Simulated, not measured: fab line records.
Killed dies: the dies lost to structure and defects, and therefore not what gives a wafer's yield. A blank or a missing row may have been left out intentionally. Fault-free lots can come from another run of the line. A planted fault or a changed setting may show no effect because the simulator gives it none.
fab line records | flow n5Finfet
record: lots: 6 wafers: 16 lastDay: 18
route steps=1938 shown BEOL_M2@889 BEOL_M4@1111 PASSIVATION@1936
lots untouched by any fault: they come from a run of this same line in which no faults occurred
startH: hours from the record's first day to the start of the lot's first wafer shown | waitH: hours since the lot's step before | " as in the row above | L1.1+2: a single row standing in for several wafers | - value missing, or start not given | * or withheld: withheld | < > ~ a bound
route shown NAME@n: a module of which the file shows steps, and the number in the route of the first | usual: average and standard deviation across the fault-free wafers | same: alike in all rows | chamber/n: place in a boat | sites: each site's reading | _std_site: standard deviation across them | _edge_site: outer sites' mean less inner sites' | radiusMm: for every site, how far away it sits from the centre of the wafer | mask NAME#n: copy n | behind: the last tool/chamber to shape the wafer | hold: what put the lot on hold/how long, in hours/how the hold closed | device: whichever transistor did not switch (one of n, p or np) | end of line: tests run on the same wafers once the route is complete | a step given without rows: its recipe and nothing more | killed: count of dies lost to structure and defects at first sort (not the wafer's yield) | map: per-die view of a wafer (x killed, . not killed, _ where there is no die)
set.NAME: setting as actually run; set.NAME@STEP: the setting as run at that earlier step | model.NAME: the simulator's own value behind a step, which no gauge read
lots at some steps of the route; a table a step, a row a wafer
services: from which hour (startH, from the record's first day; less than 0 if before it) a tool's chamber was out of use, for how many hours, and why
== steps ==
step: N5_BEOL_M2_STRIP_36
recipe: chemistry: N2/H2 powerW: 450 tempC: 40 pressureMtorr: 20 rfFrequencyHz: 6e+07 overashFraction: 0.3 biasPowerW: 7 h2Frac: 0.5 n2FlowSccm: 200 h2FlowSccm: 200
usual: chamberPressureMTorr: 20.00/0.03 drypumpMotorCurrentA: 5.9/0.36 h2FlowSccm: 200.0/0.59 oesProductAu: 0.83/0.092 rfVppV: 59.1/1.4 showerheadPlenumPTorr: 2.53/0.12 tempC: 40.01/0.11 throttleValvePct: 23.69/0.25
columns lot.wafer tool chamber startH waitH chamberPressureMTorr drypumpMotorCurrentA h2FlowSccm oesProductAu rfHoursCounterH rfVppV showerheadPlenumPTorr tempC throttleValvePct
L649.1 rieDiel-03 3 133.57 0.0 20.00 6.2 199.5 0.80 94 58.7 2.67 39.90 23.68
L649.2 " 1 " " 19.97 5.9 199.3 0.69 247 60.8 2.61 39.78 24.25
L649.6 " 3 " " 20.02 6.1 200.6 0.80 - 60.1 2.67 39.90 23.69
L652.2 rieDiel-06 3 162.99 0.0 19.96 6.4 199.1 0.95 6 59.3 2.50 39.96 23.59
L652.5 " 0 " " 20.02 5.8 198.8 0.83 - 60.1 2.45 39.85 23.52
L652.6 " 3 " " 19.96 6.4 199.4 0.95 - 57.5 2.50 39.90 23.56
L661.1 rieDiel-03 1 225.92 0.0 20.01 5.9 200.6 0.90 30 56.1 2.60 40.03 24.04
L661.2 " 2 " " 19.98 6.1 200.6 0.74 189 60.8 2.33 39.98 23.87
L661.3 " 3 " " 20.02 6.1 200.8 0.76 126 59.8 2.66 39.97 23.78
L666.4 rieDiel-03 2 256.53 0.0 20.03 6.2 199.9 0.72 - 57.4 2.32 40.11 23.86
L666.5 " 1 " " 20.00 5.9 199.9 0.88 - 59.2 2.59 39.82 24.08
L667.5 rieDiel-03 2 265.64 0.0 19.99 6.2 201.4 0.71 - 59.7 2.32 40.06 23.88
L667.6 " 3 " " 20.03 6.2 199.2 0.76 - 60.7 2.65 40.00 23.79
L672.2 rieDiel-06 3 281.46 0.0 20.01 6.5 200.4 0.85 50 59.1 2.48 39.92 23.62
L672.3 " 2 " " 20.04 6.3 200.0 0.91 40 61.6 2.48 39.88 23.56
L672.5 " 2 " " 19.96 6.3 200.1 0.90 - 59.3 2.48 39.76 23.56
step: N5_BEOL_M2_TRENCH_ETCH_37
recipe: chemistry: C4F6/O2 targetDepthA: 555.55 target: SiOC timeS: 29.2 ionEnergyEv: 250 pressureMtorr: 30 sourceW: 355 biasW: 185 Ar_flow_sccm: 300 C4F6_flow_sccm: 10 O2_flow_sccm: 10
usual: biasW: 185.0/0.56 chamberPressureMTorr: 29.998/0.025 drypumpMotorCurrentA: 5.9/0.36 oesProductAu: 0.82/0.092 rfFwdPowerW: 349.9/2 rfVppV: 663/6.8 showerheadPlenumPTorr: 2.83/0.12 throttleValvePct: 20.86/0.26
columns lot.wafer tool chamber startH waitH biasW chamberPressureMTorr drypumpMotorCurrentA oesProductAu rfFwdPowerW rfHoursCounterH rfVppV showerheadPlenumPTorr throttleValvePct
L649.1 rieDiel-03 3 - - 186.2 29.984 6.2 0.79 350.9 94 671 3.00 21.13
L649.2 " 1 " " 184.3 29.977 5.9 0.67 344.9 247 665 2.92 21.38
L649.6 " 3 " " 185.4 29.963 6.1 0.79 349.7 - 668 3.00 21.13
L652.2 rieDiel-06 3 - - 183.7 29.969 6.4 0.95 350.9 6 674 2.80 20.62
L652.5 " 0 " " 184.5 29.956 5.8 0.82 352.1 - 651 2.75 20.63
L652.6 " 3 " " 184.2 30.009 6.4 0.95 350.4 - 674 2.80 20.63
L661.1 rieDiel-03 1 - - 184.0 29.992 5.9 0.90 345.5 30 664 2.90 21.11
L661.2 " 2 " " 185.5 29.980 6.1 0.72 348.1 189 662 2.62 21.16
L661.3 " 3 " " 185.5 29.960 6.1 0.75 351.3 126 668 2.99 21.20
L666.4 rieDiel-03 2 - - 185.3 30.041 6.2 0.71 348.9 - 662 2.61 21.16
L666.5 " 1 " " 185.4 29.980 5.9 0.87 345.8 - 662 2.90 21.12
L667.5 rieDiel-03 2 - - 184.0 30.013 6.2 0.71 349.5 - 661 2.61 21.18
L667.6 " 3 " " 185.8 29.982 6.1 0.74 350.6 - 667 2.98 21.21
L672.2 rieDiel-06 3 - - 184.3 29.982 6.4 0.85 350.7 50 674 2.78 20.68
L672.3 " 2 " " 185.0 29.979 6.3 0.90 349.9 40 653 2.78 20.66
L672.5 " 2 " " 185.0 29.972 6.3 0.90 349.9 - 653 2.78 20.68
step: N5_BEOL_M2_ETCH_41
recipe: chemistry: CH3F/O2 target: SiCN targetDepthA: 299 taperDeg: 2 timeS: 52.5 ionEnergyEv: 120 maskMaterial: TiN pressureMtorr: 30 sourceW: 395 biasW: 75 Ar_flow_sccm: 150 CH3F_flow_sccm: 30 O2_flow_sccm: 20
step: N5_BEOL_M2_STRIP_97
recipe: chemistry: N2/H2 timeS: 10 powerW: 450 tempC: 40 pressureMtorr: 20 rfFrequencyHz: 6e+07 biasPowerW: 7 n2FlowSccm: 200 h2FlowSccm: 200
step: N5_BEOL_M2_OCD_MEAS_38
usual: trenchDepthNm: 55.7/0.83
columns lot.wafer tool chamber startH waitH trenchDepthNm
L649.1 ocd-01 - 133.76 - 56.3
L649.2 " - " " 53.7
L649.6 " - " " 55.4
L652.2 ocd-02 - 163.19 - 56.3
L652.5 " - " " 55.2
L652.6 " - " " 55.6
L661.1 ocd-02 - 226.11 - 56.5
L661.2 " - " " 54.8
L661.3 " - " " 55.8
L666.4 ocd-01 - 256.71 - 54.2
L666.5 " - " " 56.3
L667.5 ocd-02 - 265.82 - 54.9
L667.6 " - " " 55.1
L672.2 ocd-02 - 281.66 - 55.0
L672.3 " - " " 57.1
L672.5 " - " " 55.2
step: N5_BEOL_M2_HM_STRIP_39
recipe: chemistry: peroxideTinStrip material: TiN targetDepthA: 250 tempC: 50 timeS: 158
step: N5_BEOL_M2_SRD_40
recipe: timeS: 30 tempC: 23 rinseLiquid: diw dry: ipaMarangoni
step: N5_BEOL_M2_PRECLEAN_42
recipe: chemistry: residueRemover timeS: 60 tempC: 40
step: N5_BEOL_M2_SRD_43
recipe: timeS: 30 tempC: 23 rinseLiquid: diw dry: ipaMarangoni
step: N5_BEOL_M2_CD_MEAS_35
recipe: targetCdNm: 18 targetCdYNm: 22.2 polarity: opening
usual: cdNm: 18.0/0.32
columns lot.wafer tool chamber startH waitH cdNm
L649.1 cdSem-01 - 134.01 0.0 18.0
L649.2 " - " " 18.1
L649.6 " - " " 17.9
L652.2 cdSem-02 - 163.35 0.0 17.7
L652.5 " - " " 17.3
L652.6 " - " " 18.1
L661.1 cdSem-03 - 226.26 0.0 17.5
L661.2 " - " " 17.7
L661.3 " - " " 17.6
L666.4 cdSem-03 - 256.86 0.0 18.1
L666.5 " - " " 18.1
L667.5 cdSem-02 - 265.98 0.0 17.3
L667.6 " - " " 17.9
L672.2 cdSem-01 - 281.81 0.0 18.4
L672.3 " - " " 18.1
L672.5 " - " " 17.7
step: N5_BEOL_M2_DEGAS_44
recipe: ambient: vacuum tempC: 250 timeS: 60
usual: heaterPowerW: 341/27
columns lot.wafer tool chamber startH waitH heaterPowerW
L649.1 pvdSputter-01 - 134.19 0.2 339
L649.2 " - " " 381
L649.6 " - " " 314
L652.2 pvdSputter-03 - 163.39 0.0 337
L652.5 " - " " 334
L652.6 " - " " 351
L661.1 pvdSputter-02 - 226.31 0.0 301
L661.2 " - " " 365
L661.3 " - " " 321
L666.4 pvdSputter-02 - 257.09 0.2 314
L666.5 " - " " 358
L667.5 pvdSputter-03 - 267.66 1.7 351
L667.6 " - " " 342
L672.2 pvdSputter-01 - 282.19 0.4 333
L672.3 " - " " 311
L672.5 " - " " 337
step: N5_BEOL_M2_PRE_CLEAN_45
recipe: gas: H2/He timeS: 30 tempC: 250
usual: heaterPowerW: 343/27
columns lot.wafer tool chamber startH waitH heaterPowerW
L649.1 pvdSputter-01 - 134.23 0.0 346
L649.2 " - " " 386
L649.6 " - " " 308
L652.2 pvdSputter-03 - 163.43 0.0 333
L652.5 " - " " 329
L652.6 " - " " 351
L661.1 pvdSputter-02 - 226.35 0.0 305
L661.2 " - " " 367
L661.3 " - " " 313
L666.4 pvdSputter-02 - 257.13 0.0 321
L666.5 " - " " 372
L667.5 pvdSputter-03 - 267.70 0.0 344
L667.6 " - " " 342
L672.2 pvdSputter-01 - 282.23 0.0 345
L672.3 " - " " 308
L672.5 " - " " 343
step: N5_BEOL_M2_ALD_84
recipe: material: TaN targetThkA: * tempC: 275 aldPrecursorFamily: PDMAT aldCoReactant: NH3 pressureTorr: 3 carrierFlowSccm: 1500 pulseTimeS: 2 purgeTimeS: 3 coReactantPurgeTimeS: 2 coReactantPulseTimeS: 3 aldCycles: 30 precursorVesselTempC: 75 precursorVesselPressureTorr: 26.25 precursorVesselCarrierSccm: 1000
usual: aldCycles: 30/0 chamberPressureTorr: 2.999/0.0068 heaterPowerW: 411/32
columns lot.wafer tool chamber startH waitH aldCycles chamberPressureTorr heaterPowerW
L649.1 aldMetal-02 0 134.39 0.1 30 2.993 458
L649.2 " 2 " " 30 2.998 429
L649.6 " 1 " " 30 3.001 411
L652.2 aldMetal-04 3 163.56 0.1 30 2.991 454
L652.5 " 2 " " 30 2.990 393
L652.6 " 3 " " 30 2.996 459
L661.1 aldMetal-03 1 226.41 0.0 30 3.011 386
L661.2 " 3 " " 30 2.993 376
L661.3 " 0 " " 30 2.997 439
L666.4 aldMetal-03 1 257.19 0.0 30 3.003 394
L666.5 " 2 " " 29 2.997 444
L667.5 aldMetal-03 3 267.84 0.1 29 3.011 373
L667.6 " 2 " " 30 3.003 447
L672.2 aldMetal-02 3 282.29 0.0 30 3.003 389
L672.3 " 2 " " 30 3.010 414
L672.5 " 3 " " 30 2.999 384
step: N5_BEOL_M2_SURFACE_TREAT_85
recipe: gas: Ar timeS: * ionEnergyEv: * ionCurrentMaCm2: 0.5 pressureMtorr: * arFlowSccm: 30
usual: arFlowSccm: 30.00/0.089 pressureMtorr: * throttleValvePct: *
columns lot.wafer tool chamber startH waitH arFlowSccm pressureMtorr throttleValvePct
L649.1 pvdSputter-02 - 134.68 0.2 29.95 * *
L649.2 " - " " 29.97 * *
L649.6 " - " " 29.94 * *
L652.2 pvdSputter-02 - 163.79 0.1 30.02 * *
L652.5 " - " " 30.06 * *
L652.6 " - " " 29.91 * *
L661.1 pvdSputter-02 - 226.71 0.2 30.00 * *
L661.2 " - " " 30.04 * *
L661.3 " - " " 30.05 * *
L666.4 pvdSputter-02 - 257.43 0.1 29.97 * *
L666.5 " - " " 29.97 * *
L667.5 pvdSputter-01 - 268.03 0.1 30.11 * *
L667.6 " - " " 30.09 * *
L672.2 pvdSputter-03 - 282.51 0.1 30.12 * *
L672.3 " - " " 29.97 * *
L672.5 " - " " 29.85 * *
step: N5_BEOL_M4_RC_MEAS_101
usual: DIBL_N: 35.9/1.3 DIBL_P: 36.3/1.5 IOFF_N: 0.153/0.023 IOFF_P: 0.208/0.028 ION_N: 672/9.7 ION_P: 462/6.6 SS_N: 71.5/0.53 SS_P: 73.3/0.59 VT_N: 250.4/2.7 VT_P: -250.5/3
columns lot.wafer tool chamber startH waitH DIBL_N[mV/V] DIBL_P[mV/V] IOFF_N[nA/um] IOFF_P[nA/um] ION_N[uA/um] ION_P[uA/um] SS_N[mV/dec] SS_P[mV/dec] VT_N[mV] VT_P[mV]
L649.1 prober-02 0 168.53 0.0 37.6 37.8 0.175 0.210 679 461 72.5 73.6 250.4 -252.5
L649.2 " 0 " " 35.6 35.2 0.138 0.171 665 453 71.6 72.5 253.6 -256.7
L649.6 " 0 " " 35.8 35.7 0.143 0.176 680 459 70.7 72.7 250.8 -255.9
L652.2 prober-01 0 200.47 0.2 38.2 38.8 0.202 0.285 679 473 71.6 74.5 247.1 -244.0
L652.5 " 0 " " 38.6 39.3 0.230 0.307 687 469 72.5 74.8 243.2 -243.1
L652.6 " 0 " " 36.0 35.7 0.157 0.242 679 471 71.0 74.1 247.9 -244.8
L661.1 prober-02 0 251.21 0.0 34.2 33.3 0.123 0.186 667 457 70.7 73.0 251.6 -250.0
L661.2 " 0 " " 36.8 35.5 0.164 0.214 665 456 71.8 74.4 248.8 -249.2
L661.3 " 0 " " 36.4 35.1 0.151 0.211 664 453 72.0 74.2 250.9 -248.5
L666.4 prober-01 0 279.64 0.5 35.7 37.3 0.153 0.196 662 456 71.6 73.7 249.3 -252.0
L666.5 " 0 " " 35.0 36.5 0.142 0.182 683 465 70.8 73.4 250.0 -256.8
L667.5 prober-02 0 305.46 0.6 37.0 37.2 0.179 0.223 677 467 71.1 73.5 246.0 -249.7
L667.6 " 0 " " 36.4 36.3 0.162 0.204 674 457 71.5 73.4 249.2 -250.0
L672.2 prober-02 0 336.56 0.2 37.9 37.7 0.182 0.238 683 473 71.5 73.2 245.8 -247.1
L672.3 " 0 " " 36.0 36.0 0.151 0.204 684 464 70.7 72.9 247.6 -249.7
L672.5 " 0 " " 35.7 35.8 0.147 0.208 686 468 71.6 72.5 248.5 -248.9
step: N5_PASSIVATION_PROBE_49
usual: defectLimitedYield: 91.1/1.5 killed_at_M0_to_M3: 35/9.5 killed_at_M4_up: 13/5.2 killedAtContacts: 12/6.1 killedAtFrontEnd: 41/14 killedAtOther: 3.8/2.9 killedDies: 105/17 killedOnRim: 13/4.1 killedOpen: 70/13 killedShort: 33/8.4 sort_bin_5_function: 5.1/0.97 sort_bin_6_memory: 3.4/0.69 sortNPass: 1075/17 sortYieldPct: 91.1/1.5
same: grossDies: 1180 killedAtBackSide: 0 sort_bin_4_leakage[%]: 0 sort_bin_8_speed[%]: 0
columns lot.wafer tool chamber startH waitH defectLimitedYield[%] killed_at_M0_to_M3 killed_at_M4_up killedAtContacts killedAtFrontEnd killedAtOther killedDies killedOnRim killedOpen killedShort sort_bin_5_function[%] sort_bin_6_memory[%] sortNPass sortYieldPct[%]
L649.1 prober-01 - 270.92 0.0 89.7 52 13 14 37 5 121 11 76 45 5.6 4.3 1059 89.7
L649.2 prober-01 - 270.97 0.1 91.9 26 15 12 36 6 95 10 61 33 5.3 2.6 1085 91.9
L649.6 prober-01 - 271.17 0.3 89.4 53 9 12 45 6 125 10 77 48 6.5 3.7 1055 89.4
L652.2 prober-01 - 302.86 0.4 92.4 39 9 10 30 2 90 16 61 25 4.7 2.5 1090 92.4
L652.5 prober-01 - 303.01 0.5 93.5 28 10 7 31 1 77 12 56 18 3.7 2.7 1103 93.5
L652.6 prober-01 - 303.06 0.6 90.8 26 9 8 65 0 108 12 66 39 5.6 3.1 1072 90.8
L661.1 prober-01 - 355.17 0.0 90.2 43 10 15 42 6 116 16 76 39 5.5 4.0 1064 90.2
L661.2 prober-01 - 355.22 0.1 90.3 25 12 33 42 2 114 11 81 32 5.7 3.7 1066 90.3
L661.3 prober-01 - 355.27 0.1 91.6 27 8 25 36 3 99 16 80 18 5.8 2.5 1081 91.6
L666.4 prober-02 - 385.36 0.2 90.3 30 17 20 46 2 115 18 78 35 5.3 4.0 1065 90.3
L666.5 prober-02 - 385.41 0.2 92.3 34 4 16 35 2 91 10 42 48 4.7 2.4 1089 92.3
L667.5 prober-01 - 412.13 0.2 89.6 28 18 11 60 6 123 17 91 32 5.8 4.5 1057 89.6
L667.6 prober-01 - 412.18 0.3 90.3 24 12 13 64 2 115 16 84 31 6.1 3.4 1065 90.3
L672.2 prober-02 - 443.39 0.1 91.8 27 7 9 50 4 97 7 61 36 3.8 3.5 1083 91.8
L672.3 prober-02 - 443.44 0.1 90.1 48 4 7 55 3 117 12 72 45 6.4 3.1 1063 90.1
L672.5 prober-02 - 443.54 0.2 90.2 42 21 10 42 1 116 18 82 32 5.6 3.9 1064 90.2
killed by level:class
L649.1 BEOL_M0_SAQP:geometricParticle:short=21 MOL_CONTACT_COAG:geometricParticle:open=14 BEOL_M0_SAQP:geometricParticle:open=13 BEOL_M3:geometricParticle:open=7 STI_FIN_REVEAL:geometricParticle:open=6 FIN_SAQP:geometricParticle:short=5 BEOL_M4:geometricParticle:open=5 FIN_SAQP:geometricParticle:open=3
L649.2 MOL_CONTACT_COAG:geometricParticle:open=10 DUMMY_GATE:geometricParticle:open=10 FIN_SAQP:geometricParticle:open=6 BEOL_M0_SAQP:geometricParticle:short=6 FIN_SAQP:geometricParticle:short=5 STI_FIN_REVEAL:geometricParticle:open=5 BEOL_M1:geometricParticle:open=5 BEOL_M3:geometricParticle:open=4
L649.6 MOL_CONTACT_COAG:geometricParticle:open=10 BEOL_M1:geometricParticle:open=10 BEOL_M2:geometricParticle:open=10 STI_FIN_REVEAL:geometricParticle:open=9 BEOL_M0_SAQP:geometricParticle:open=9 BEOL_M0_SAQP:geometricParticle:short=8 GATE_CUT:geometricParticle:short=7 FIN_SAQP:geometricParticle:short=6
L652.2 MOL_CONTACT_COAG:geometricParticle:open=10 BEOL_M2:geometricParticle:open=9 BEOL_M0_SAQP:geometricParticle:short=6 BEOL_M1:geometricParticle:open=6 FIN_SAQP:geometricParticle:short=5 STI_FIN_REVEAL:geometricParticle:open=5 BEOL_M4:geometricParticle:open=5 DUMMY_GATE:geometricParticle:open=4
L652.5 BEOL_M2:geometricParticle:open=9 BEOL_M1:geometricParticle:open=8 DUMMY_GATE:geometricParticle:open=6 STI_FIN_REVEAL:geometricParticle:open=5 MOL_CONTACT_COAG:geometricParticle:open=5 BEOL_M4:geometricParticle:open=4 STARTING-WAFER:geometricParticle:open=4 FIN_SAQP:geometricParticle:short=3
L652.6 STI_FIN_REVEAL:geometricParticle:open=16 FIN_SAQP:geometricParticle:open=11 FIN_SAQP:geometricParticle:short=6 STI_FIN_REVEAL:geometricParticle:short=6 BEOL_M1:geometricParticle:open=6 SPACER0:geometricParticle:open=5 MOL_CONTACT_COAG:geometricParticle:open=5 BEOL_M0_SAQP:geometricParticle:short=5
L661.1 STI_FIN_REVEAL:geometricParticle:open=15 MOL_CONTACT_COAG:geometricParticle:open=12 FIN_SAQP:geometricParticle:open=9 BEOL_M3:geometricParticle:open=8 BEOL_M0_SAQP:geometricParticle:open=7 BEOL_M0_SAQP:geometricParticle:short=6 BEOL_M1:geometricParticle:open=6 BEOL_M2:geometricParticle:open=6
L661.2 MOL_CONTACT_COAG:geometricParticle:open=21 STI_FIN_REVEAL:geometricParticle:open=19 MOL_CONTACT_COAG:geometricParticle:short=11 BEOL_M0_SAQP:geometricParticle:open=10 BEOL_M4:geometricParticle:open=8 BEOL_M1:geometricParticle:open=6 STI_FIN_REVEAL:geometricParticle:short=4 ILD0:geometricParticle:open=3
L661.3 MOL_CONTACT_COAG:geometricParticle:open=21 STI_FIN_REVEAL:geometricParticle:open=18 DUMMY_GATE:geometricParticle:open=7 BEOL_M1:geometricParticle:open=7 BEOL_M3:geometricParticle:open=6 BEOL_M0_SAQP:geometricParticle:open=5 MOL_CONTACT_COAG:geometricParticle:short=3 BEOL_M0_SAQP:geometricParticle:short=3
L666.4 MOL_CONTACT_COAG:geometricParticle:open=16 FIN_SAQP:geometricParticle:short=14 STI_FIN_REVEAL:geometricParticle:open=11 BEOL_M4:geometricParticle:open=9 FIN_SAQP:geometricParticle:open=7 BEOL_M2:geometricParticle:open=7 BEOL_M3:geometricParticle:open=5 DUMMY_GATE:geometricParticle:open=4
L666.5 BEOL_M0_SAQP:geometricParticle:short=13 FIN_SAQP:geometricParticle:short=11 MOL_CONTACT_COAG:geometricParticle:open=10 BEOL_M0_SAQP:geometricParticle:open=8 MOL_CONTACT_COAG:geometricParticle:short=6 BEOL_M3:geometricParticle:open=5 STARTING-WAFER:geometricParticle:short=5 STI_FIN_REVEAL:geometricParticle:short=4
L667.5 FIN_SAQP:geometricParticle:open=20 STI_FIN_REVEAL:geometricParticle:open=17 MOL_CONTACT_COAG:geometricParticle:open=9 BEOL_M0_SAQP:geometricParticle:short=8 BEOL_M2:geometricParticle:open=8 BEOL_M4:geometricParticle:open=8 BEOL_M0_SAQP:geometricParticle:open=6 FIN_SAQP:geometricParticle:short=5
L667.6 FIN_SAQP:geometricParticle:open=25 STI_FIN_REVEAL:geometricParticle:open=13 MOL_CONTACT_COAG:geometricParticle:open=11 FIN_SAQP:geometricParticle:short=6 BEOL_M0_SAQP:geometricParticle:short=6 BEOL_M3:geometricParticle:open=5 BEOL_M5:geometricParticle:open=5 DUMMY_GATE:geometricParticle:open=3
L672.2 FIN_SAQP:geometricParticle:short=12 BEOL_M3:geometricParticle:open=10 FIN_SAQP:geometricParticle:open=8 STARTING-WAFER:geometricParticle:short=7 STI_FIN_REVEAL:geometricParticle:open=6 MOL_CONTACT_COAG:geometricParticle:open=6 BEOL_M2:geometricParticle:open=6 GATE_CUT:geometricParticle:short=5
L672.3 FIN_SAQP:geometricParticle:short=14 BEOL_M3:geometricParticle:open=13 FIN_SAQP:geometricParticle:open=9 BEOL_M0_SAQP:geometricParticle:short=8 BEOL_M1:geometricParticle:open=8 STI_FIN_REVEAL:geometricParticle:open=7 BEOL_M0_SAQP:geometricParticle:open=6 BEOL_M2:geometricParticle:open=5
L672.5 STI_FIN_REVEAL:geometricParticle:open=13 BEOL_M2:geometricParticle:open=13 BEOL_M0_SAQP:geometricParticle:short=10 FIN_SAQP:geometricParticle:open=9 MOL_CONTACT_COAG:geometricParticle:open=9 BEOL_M4:geometricParticle:open=9 BEOL_M0_SAQP:geometricParticle:open=8 FIN_SAQP:geometricParticle:short=4
== services ==
columns tool chamber startH hours kind
pvdSputter-01 - 118.42 0.9 repair
rieDiel-06 0 131.83 6.3 repair
pvdSputter-01 - 136.93 1.7 repair
aldMetal-04 0 140.80 8.0 repair
rieDiel-03 1 141.03 - clean
rieDiel-03 1 141.03 - consumableReplace:focusRing
rieDiel-03 1 141.03 15.4 scheduledDown
rieDiel-03 1 141.03 15.4 ventCycle
pvdSputter-01 - 147.86 3.0 repair
rieDiel-03 0 160.20 1.9 repair
aldMetal-03 - 162.67 2.8 pm
aldMetal-04 0 179.39 16.4 repair
aldMetal-04 - 187.95 1.2 pm
aldMetal-02 - 189.88 0.6 repair
aldMetal-04 - 211.64 0.9 repair
pvdSputter-03 - 229.48 0.6 repair
rieDiel-06 3 240.11 5.5 repair
aldMetal-04 3 242.19 5.7 repair
rieDiel-03 0 255.88 1.4 repair
rieDiel-03 0 257.35 - clean
rieDiel-03 0 257.35 - consumableReplace:focusRing
rieDiel-03 0 257.35 21.2 scheduledDown
rieDiel-03 0 257.35 21.2 ventCycle
rieDiel-03 2 267.03 4.8 repair
== key ==
firstSign: step: N5_BEOL_M2_ALD_84 reading: aldCycles direction: down sigmas: 99+ usual: * struck: *
effect none on later readings
metAt N5_BEOL_M2_ALD_84
struckWafers L666.5,L667.5
onsetBetween 226.41 257.19
fault: kind: processParameterDrift tool: aldMetal-03 chamber: - onsetH: 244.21 steps: N5_BEOL_M2_ALD_84 channel: aldCycles offset: * shape: step endH: 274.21 scope: struckWafersOnly actsIn: * stated: *
